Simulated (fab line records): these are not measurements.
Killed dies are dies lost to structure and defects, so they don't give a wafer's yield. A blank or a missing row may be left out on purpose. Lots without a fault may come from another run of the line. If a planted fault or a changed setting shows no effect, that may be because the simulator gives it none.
Which tool was responsible? || flow n5 finfet || 9 lots, 27 wafers sampled, at 4 steps of a route of 1938

== WHAT THE GAUGES READ, wafer by wafer ==
N5_BEOL_M12_THK_MEAS_01.
{"lot": "L147", "measured": "day 10 18:29", "on": "film metro-01", "M12_ILD_THK (nm)": "650 666 665"}
{"lot": "L150", "measured": "day 11 15:07", "on": "film metro-02", "M12_ILD_THK (nm)": "635 644 658"}
{"lot": "L153", "measured": "day 12 00:04", "on": "film metro-01", "M12_ILD_THK (nm)": "652 661 650"}
{"lot": "L152", "measured": "day 12 10:39", "on": "film metro-01", "M12_ILD_THK (nm)": "647 652 658"}
{"lot": "L159", "measured": "day 13 17:32", "on": "film metro-01", "M12_ILD_THK (nm)": "659 648 658"}
{"lot": "L161", "measured": "day 14 04:05", "on": "film metro-01", "M12_ILD_THK (nm)": "650 665 662"}
{"lot": "L163", "measured": "day 14 20:37", "on": "film metro-01", "M12_ILD_THK (nm)": "657 717 666"}
{"lot": "L162", "measured": "day 15 07:34", "on": "film metro-02", "M12_ILD_THK (nm)": "655 653 664"}
{"lot": "L165", "measured": "day 15 07:17", "on": "film metro-02", "M12_ILD_THK (nm)": "657 721 666"}

== EACH LOT AND THE TOOL THAT RAN IT (in order: tool; ch and the chambers of the sampled wafers; start) ==
{"lot": "L147", "N5_BEOL_M11_ETCH_66": "rie diel-06 ch 2,3, day 10 15:01", "N5_BEOL_M11_DEGAS_44": "pvd sputter-02, day 10 16:04", "N5_BEOL_M12_ILD_DEP_00": "pecvd-04 ch 1,2, day 10 18:20"}
{"lot": "L150", "N5_BEOL_M11_ETCH_66": "rie diel-01 ch 0,2, day 11 09:26", "N5_BEOL_M11_DEGAS_44": "pvd sputter-02, day 11 10:35", "N5_BEOL_M12_ILD_DEP_00": "pecvd-03 ch 0,2, day 11 14:58"}
{"lot": "L153", "N5_BEOL_M11_ETCH_66": "rie diel-01 ch 0,1,2, day 11 20:39", "N5_BEOL_M11_DEGAS_44": "pvd sputter-02, day 11 21:37", "N5_BEOL_M12_ILD_DEP_00": "pecvd-03 ch 0,1, day 11 23:56"}
{"lot": "L152", "N5_BEOL_M11_ETCH_66": "rie diel-03 ch 0,1,3, day 12 05:25", "N5_BEOL_M11_DEGAS_44": "pvd sputter-01, day 12 07:52", "N5_BEOL_M12_ILD_DEP_00": "pecvd-04 ch 0,1, day 12 10:28"}
{"lot": "L159", "N5_BEOL_M11_ETCH_66": "rie diel-03 ch 0,1,2, day 13 14:37", "N5_BEOL_M11_DEGAS_44": "pvd sputter-01, day 13 15:38", "N5_BEOL_M12_ILD_DEP_00": "pecvd-04 ch 0,1,2, day 13 17:24"}
{"lot": "L161", "N5_BEOL_M11_ETCH_66": "rie diel-01 ch 0,1,3, day 14 00:41", "N5_BEOL_M11_DEGAS_44": "pvd sputter-01, day 14 02:02", "N5_BEOL_M12_ILD_DEP_00": "pecvd-02 ch 0,1, day 14 03:55"}
{"lot": "L163", "N5_BEOL_M11_ETCH_66": "rie diel-01 ch 1,2,3, day 14 17:29", "N5_BEOL_M11_DEGAS_44": "pvd sputter-03, day 14 18:32", "N5_BEOL_M12_ILD_DEP_00": "pecvd-04 ch 0,1,2, day 14 20:29"}
{"lot": "L162", "N5_BEOL_M11_ETCH_66": "rie diel-01 ch 0,3, day 15 03:37", "N5_BEOL_M11_DEGAS_44": "pvd sputter-02, day 15 04:47", "N5_BEOL_M12_ILD_DEP_00": "pecvd-02 ch 0,1,2, day 15 07:26"}
{"lot": "L165", "N5_BEOL_M11_ETCH_66": "rie diel-06 ch 0,1,3, day 15 03:53", "N5_BEOL_M11_DEGAS_44": "pvd sputter-02, day 15 04:52", "N5_BEOL_M12_ILD_DEP_00": "pecvd-04 ch 0,1,2, day 15 07:10"}
- N5_BEOL_M11_ETCH_66: etches SOC in N2/H2, target depth 120 nm, overetch 24 nm, time 180 s.
- N5_BEOL_M11_DEGAS_44: time 60 s.
- N5_BEOL_M12_ILD_DEP_00: deposits SiOC from DEMS/O2, target thk 658.92 nm, time 130.7 s.

== THE ANSWER, worked out from the rows above alone ==
Rule: usual is defined by the lots themselves. Put in order of their means at a reading, lots are off if they are a third of the lots or fewer, leave a main group of 4 or more, and stand apart from it by a gap of 3 or more times the standard deviation of the main group's means; of several such gaps the widest counts. A main group whose means are all the same, to the digits that the tables above print for the reading, isn't used. A lot without any number at a reading at which 4 lots or more have one is off too. The other lots that the step has rows for count as sound.
Off: L163, L165, at N5_BEOL_M12_THK_MEAS_01 (M12_ILD_THK). The main group: mean 655 nm, standard deviation 4.5.
If a tool, at a process step before that reading, ran all the lots that are off and no sound lot after the first of them, it fits. Those tools and the gauges at N5_BEOL_M12_THK_MEAS_01 are tried in the same way. One candidate fits, namely pecvd-04 at N5_BEOL_M12_ILD_DEP_00. A fault onset in the window from L159 (day 13 17:24, its last sound lot) to L163 (day 14 20:29, its first lot off) fits.

== WHAT HAD BEEN PUT IN BY THE SIMULATOR ==
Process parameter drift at N5_BEOL_M12_ILD_DEP_00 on pecvd-04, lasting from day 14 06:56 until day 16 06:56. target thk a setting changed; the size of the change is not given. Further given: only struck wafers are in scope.
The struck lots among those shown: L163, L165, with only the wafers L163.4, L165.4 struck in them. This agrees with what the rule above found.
